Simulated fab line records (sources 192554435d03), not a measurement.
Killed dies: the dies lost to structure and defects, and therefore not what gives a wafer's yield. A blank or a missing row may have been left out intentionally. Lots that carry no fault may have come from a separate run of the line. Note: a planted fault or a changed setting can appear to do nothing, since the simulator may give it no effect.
fab line records	flow n5-finfet
record: lots: 6	wafers: 18	last-day: 18
route steps=1938 shown MIM_TOP_LITHO@1839 MIM_TOP_ETCH@1851
lots that met no fault: from a run of the same line without faults
start-h: start of the lot's first displayed wafer, in hours after the record's first day	wait-h: hours since the lot's step before	" repeats the value in the row above	L1.1+2: a row that stands for several wafers	- no value, or no start was given	* or withheld: withheld	< > ~ a bound
route shown NAME@n: NAME is a module with steps in the file, n the number in the route of the first one	usual: average and standard deviation across the fault-free wafers	same: alike in all rows	chamber/n: place in a boat	sites: each site's reading	_std_site: their standard deviation	_edge_site: the outer-site mean with the inner-site mean subtracted	radius-mm: for every site, how far away it sits from the centre of the wafer	mask NAME#n: copy n	behind: the most recent tool/chamber to have shaped the wafer	hold: why the lot was held/for how many hours/how that ended	device: which transistor (n, p or np) failed to switch	end of line: tests of these same wafers at the route's end	step lacking rows: just its recipe	killed: not the wafer's yield, but the dies lost to structure and defects at the first sort	map: dies across one wafer; x = killed, . = not, _ = none there
set.NAME: the setting the step ran with; set.NAME@STEP: the setting that earlier step ran with	model.NAME: the simulator's own value behind a step, which no gauge read
lots seen at some steps along the route; tables by step, rows by wafer
services: a tool's chamber out of use, with start hour (start-h, from the record's first day; less than 0 if before it), hours out, and reason
== steps ==
step: N5_MIM_TOP_LITHO_HMDS_01
recipe: time-s: 60	temp-c: 120
step: N5_MIM_TOP_LITHO_COAT_02
recipe: spin-rpm: *	resist-thk-nm: *
step: N5_MIM_TOP_LITHO_EBR_04
recipe: solvent: PGMEA	ebr-width-mm: 1.5
step: N5_MIM_TOP_LITHO_SOFTBAKE_03
recipe: temp-c: 100	time-s: 90
step: N5_MIM_TOP_LITHO_EXPOSE_05
recipe: mask-id: MIM_TOP	na: 0.55	source-shape: conventional	sigma-outer: 0.8	polarization: unpolarized	target-cd-nm: 2000	dose-mj: 20.5
step: N5_MIM_TOP_LITHO_PEB_06
recipe: peb-temp-c: withheld	peb-time-s: *
step: N5_MIM_TOP_LITHO_DEVELOP_07
recipe: develop-time-s: 60	rinse-liquid: diw	dry: air-spin	dev-temp-c: 21
step: N5_MIM_TOP_LITHO_HARDBAKE_09
recipe: temp-c: 130	time-s: 120
step: N5_MIM_TOP_LITHO_CD_MEAS_08
recipe: target-cd-nm: 2000	landing-energy-ev: 500	detector: se-inlens
usual: cd-nm: 2001.0/2
lot.wafer	tool	chamber	start-h	wait-h	cd-nm
L238.2	cd-sem-03	0	293.13	-	1999.0
L238.5	"	0	"	"	2001.1
L238.6	"	0	"	"	1999.3
L237.1	cd-sem-02	0	293.95	-	2003.9
L237.3	"	0	"	"	2001.3
L237.6	"	0	"	"	2000.5
L246.1	cd-sem-01	0	354.51	-	2000.4
L246.4	"	0	"	"	2002.7
L246.6	"	0	"	"	1999.1
L245.2	cd-sem-02	0	355.12	-	2002.0
L245.5	"	0	"	"	2004.2
L245.6	"	0	"	"	2004.1
L254.1	cd-sem-02	0	406.98	-	2006.0
L254.3	"	0	"	"	2002.0
L254.5	"	0	"	"	2004.4
L256.4	cd-sem-01	0	419.32	-	2000.2
L256.5	"	0	"	"	2000.8
L256.6	"	0	"	"	1998.4
step: N5_MIM_TOP_LITHO_OVL_MEAS_11
recipe: points-per-wafer: 44
usual: MIM_TOP_OVL: 0/5.7
lot.wafer	tool	chamber	start-h	wait-h	MIM_TOP_OVL[nm]
L238.2	overlay-02	0	293.16	0.0	-1
L238.5	"	0	"	"	6
L238.6	"	0	"	"	3
L237.1	overlay-02	0	293.98	0.0	6
L237.3	"	0	"	"	-5
L237.6	"	0	"	"	-1
L246.1	overlay-02	0	354.54	0.0	3
L246.4	"	0	"	"	11
L246.6	"	0	"	"	4
L245.2	overlay-01	0	355.14	0.0	7
L245.5	"	0	"	"	5
L245.6	"	0	"	"	0
L254.1	overlay-01	0	407.01	0.0	-6
L254.3	"	0	"	"	-2
L254.5	"	0	"	"	-11
L256.4	overlay-01	0	419.35	0.0	3
L256.5	"	0	"	"	-2
L256.6	"	0	"	"	-3
step: N5_MIM_TOP_LITHO_INSPECT_12
recipe: mode: adi	inspect-instrument: macro
usual: raw-defect-count: 2.0/1.4
lot.wafer	tool	chamber	start-h	wait-h	raw-defect-count
L238.2	defect-inspect-01	-	293.18	0.0	2
L238.5	"	-	"	"	0
L238.6	"	-	"	"	3
L237.1	defect-inspect-02	-	294.01	0.0	1
L237.3	"	-	"	"	0
L237.6	"	-	"	"	2
L246.1	defect-inspect-02	-	354.57	0.0	0
L246.4	"	-	"	"	1
L246.6	"	-	"	"	0
L245.2	defect-inspect-01	-	355.17	0.0	3
L245.5	"	-	"	"	2
L245.6	"	-	"	"	1
L254.1	defect-inspect-02	-	407.04	0.0	4
L254.3	"	-	"	"	0
L254.5	"	-	"	"	2
L256.4	defect-inspect-01	-	419.37	0.0	2
L256.5	"	-	"	"	2
L256.6	"	-	"	"	2
step: N5_MIM_TOP_LITHO_DESCUM_10
recipe: chemistry: O2	time-s: 7.9	source-power-w: 50	bias-power-w: 20	pressure-mtorr: 20	rf-frequency-hz: 2.712e+07	temp-c: 40	o2-flow-sccm: 225
usual: drypump-motor-current-A: 5.7/0.53	oes-product-au: 0.81/0.083	rf-vpp-V: 243.6/1.3	showerhead-plenum-p-Torr: 2.13/0.067	throttle-valve-pct: 20.36/0.28
lot.wafer	tool	chamber	start-h	wait-h	drypump-motor-current-A	oes-product-au	rf-hours-counter-h	rf-vpp-V	showerhead-plenum-p-Torr	throttle-valve-pct
L238.2	rie-diel-06	3	293.47	0.3	5.4	0.87	33	245.2	2.24	20.47
L238.5	"	1	"	"	6.6	0.69	-	243.7	2.17	20.63
L238.6	"	3	"	"	5.4	0.89	-	246.0	2.24	20.46
L237.1	rie-diel-06	2	294.04	0.0	6.3	0.93	22	243.1	2.03	19.98
L237.3	"	3	"	"	5.4	0.87	34	243.9	2.24	20.47
L237.6	"	1	"	"	6.6	0.69	-	244.1	2.17	20.61
L246.1	rie-diel-06	1	354.60	0.0	6.6	0.99	7	244.2	2.16	20.28
L246.4	"	2	"	"	6.3	0.91	45	242.6	2.02	20.01
L246.6	"	0	"	"	5.8	0.93	-	244.1	2.15	20.19
L245.2	rie-diel-03	2	355.20	0.0	5.0	0.77	142	242.1	2.11	20.86
L245.5	"	0	"	"	5.2	0.81	-	243.9	2.10	20.20
L245.6	"	1	"	"	5.5	0.67	-	242.9	2.15	20.58
L254.1	rie-diel-06	2	407.07	0.0	6.3	0.88	64	242.7	2.02	20.04
L254.3	"	1	"	"	6.6	0.94	25	242.3	2.15	20.32
L254.5	"	1	"	"	6.6	0.94	-	243.8	2.15	20.33
L256.4	rie-diel-01	3	419.40	0.0	6.6	0.81	76	243.7	2.12	20.25
L256.5	"	1	"	"	5.7	0.87	-	245.1	2.20	19.99
L256.6	"	2	"	"	5.2	0.76	-	245.0	2.16	20.19
step: N5_MIM_TOP_ETCH_ETCH_00
recipe: chemistry: Cl2/BCl3	target: TiN	target-depth-a: 385	ion-energy-ev: 150	pressure-mtorr: 10	icp-w: 1000	bias-w: 126	Cl2_flow_sccm: 53.25	bcl3-flow-sccm: 21.75	Ar_flow_sccm: 25
usual: drypump-motor-current-A: 5.9/0.41	he-backside-leak-sccm: 3.44/0.27	mfc-cl2-sccm: 53.26/0.16	oes-product-au: 0.77/0.091	throttle-valve-pct: 22.80/0.24
lot.wafer	tool	chamber	start-h	wait-h	drypump-motor-current-A	he-backside-leak-sccm	mfc-cl2-sccm	oes-product-au	rf-hours-counter-h	throttle-valve-pct
L238.2	rie-metal-02	1	293.56	0.1	5.4	3.68	53.30	0.66	86	22.72
L238.5	"	1	"	"	5.4	3.56	53.16	0.67	-	22.73
L238.6	"	0	"	"	5.6	3.38	53.72	0.74	-	22.96
L237.1	rie-metal-01	0	294.13	0.1	5.7	3.35	53.19	0.83	27	22.50
L237.3	"	1	"	"	6.1	3.36	53.39	0.63	-	23.33
L237.6	"	0	"	"	5.7	3.37	53.22	0.82	-	22.50
L246.1	rie-metal-01	1	354.69	0.1	6.1	3.52	52.98	0.63	108	23.35
L246.4	"	0	"	"	5.7	3.44	69.87	0.82	-	24.31
L246.6	"	1	"	"	6.1	3.47	53.12	0.64	-	23.37
L245.2	rie-metal-01	1	355.29	0.1	6.1	3.43	53.38	0.62	108	23.35
L245.5	"	0	"	"	5.7	3.45	69.78	0.82	-	24.29
L245.6	"	1	"	"	6.1	3.43	53.28	0.62	-	23.36
L254.1	rie-metal-03	0	407.16	0.1	6.6	3.48	53.20	0.80	42	22.78
L254.3	"	0	"	"	6.6	3.52	53.17	0.80	-	22.77
L254.5	"	0	"	"	6.6	3.58	53.24	0.81	-	22.77
L256.4	rie-metal-03	0	419.61	0.2	6.6	3.43	53.00	0.79	-	22.77
L256.5	"	0	"	"	6.6	3.34	53.14	0.80	-	22.77
L256.6	"	0	"	"	6.6	3.14	52.91	0.79	-	22.78
step: N5_MIM_TOP_ETCH_STRIP_01
recipe: chemistry: O2	power-w: 600	temp-c: 60	pressure-mtorr: 30	rf-frequency-hz: 6e+07	bias-power-w: 0	overash-fraction: 0.5	o2-flow-sccm: 225
usual: drypump-motor-current-A: 5.6/0.38	oes-product-au: 0.78/0.073	rf-vpp-V: 3.7/1.5	showerhead-plenum-p-Torr: 2.12/0.047	throttle-valve-pct: 16.68/0.22
lot.wafer	tool	chamber	start-h	wait-h	drypump-motor-current-A	oes-product-au	rf-hours-counter-h	rf-vpp-V	showerhead-plenum-p-Torr	throttle-valve-pct
L238.2	rie-diel-05	3	293.72	0.1	5.5	0.86	53	5.4	2.06	16.59
L238.5	"	1	"	"	5.6	0.71	-	3.6	2.10	16.78
L238.6	"	0	"	"	6.2	0.71	-	3.5	2.15	16.94
L237.1	rie-diel-04	2	294.27	0.1	6.3	0.82	82	3.5	2.12	16.79
L237.3	"	0	"	"	5.9	0.74	170	4.9	2.11	16.73
L237.6	"	3	"	"	5.7	0.84	-	5.5	2.10	16.62
L246.1	rie-diel-04	1	354.92	0.2	5.4	0.85	62	5.3	2.02	16.41
L246.4	"	0	"	"	5.9	0.73	189	2.0	2.11	16.79
L246.6	"	1	"	"	5.4	0.84	-	3.8	2.02	16.47
L245.2	rie-diel-02	3	355.43	0.1	5.2	0.66	222	4.9	2.16	16.94
L245.5	"	1	"	"	4.9	0.88	-	5.6	2.12	16.34
L245.6	"	0	"	"	5.4	0.87	-	2.1	2.21	16.31
L254.1	rie-diel-02	3	407.42	0.2	5.2	0.65	237	1.8	2.15	16.95
L254.3	"	2	"	"	5.6	0.69	227	4.7	2.09	16.72
L254.5	"	0	"	"	5.3	0.84	-	2.0	2.21	16.32
L256.4	rie-diel-04	1	419.85	0.2	5.4	0.82	79	6.0	2.02	16.42
L256.5	"	0	"	"	5.9	0.73	-	5.7	2.10	16.78
L256.6	"	1	"	"	5.4	0.83	-	4.0	2.02	16.51
== services ==
tool	chamber	start-h	hours	kind
rie-diel-02	-	271.71	2.8	pm
rie-diel-06	-	277.23	4.3	pm
rie-diel-06	0	284.94	-	clean
rie-diel-06	0	284.94	-	consumable-replace:focus-ring
rie-diel-06	0	284.94	15.1	scheduled-down
rie-diel-06	0	284.94	15.1	vent-cycle
rie-metal-02	1	285.23	5.5	repair
rie-diel-01	0	287.50	1.8	repair
rie-diel-02	-	300.28	4.0	repair
rie-diel-03	0	303.24	7.5	repair
rie-diel-06	2	309.91	2.8	repair
rie-metal-03	-	310.55	1.4	pm
rie-diel-06	1	313.78	-	clean
rie-diel-03	1	321.25	4.6	repair
rie-diel-02	0	322.58	9.6	repair
rie-diel-04	1	330.34	2.0	repair
rie-diel-02	-	337.47	0.7	repair
rie-metal-03	-	347.73	2.8	pm
rie-diel-05	3	351.34	12.4	repair
rie-diel-01	-	373.96	1.1	repair
rie-metal-02	-	374.33	4.3	pm
rie-diel-01	1	378.85	1.3	repair
rie-diel-04	0	384.21	6.8	repair
rie-metal-03	1	401.71	25.8	repair
== key ==
first-sign: step: N5_MIM_TOP_ETCH_ETCH_00	reading: mfc-cl2-sccm	direction: up	sigmas: 99+	usual: 53.26	struck: 69.83
effect: step: N5_MIM_TOP_ETCH_ETCH_00	reading: throttle-valve-pct	direction: up	sigmas: 6.2	usual: *	struck: *
met-at N5_MIM_TOP_ETCH_ETCH_00
struck-wafers L245.5,L246.4
onset-between 294.13 354.69
fault: kind: process-parameter-drift	tool: rie-metal-01	chamber: 0	onset-h: 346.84	steps: N5_MIM_TOP_ETCH_ETCH_00	channel: Cl2_flow_sccm	offset: 16.616	shape: step	end-h: 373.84	acts-in: these-recipes-only	stated: 53.25
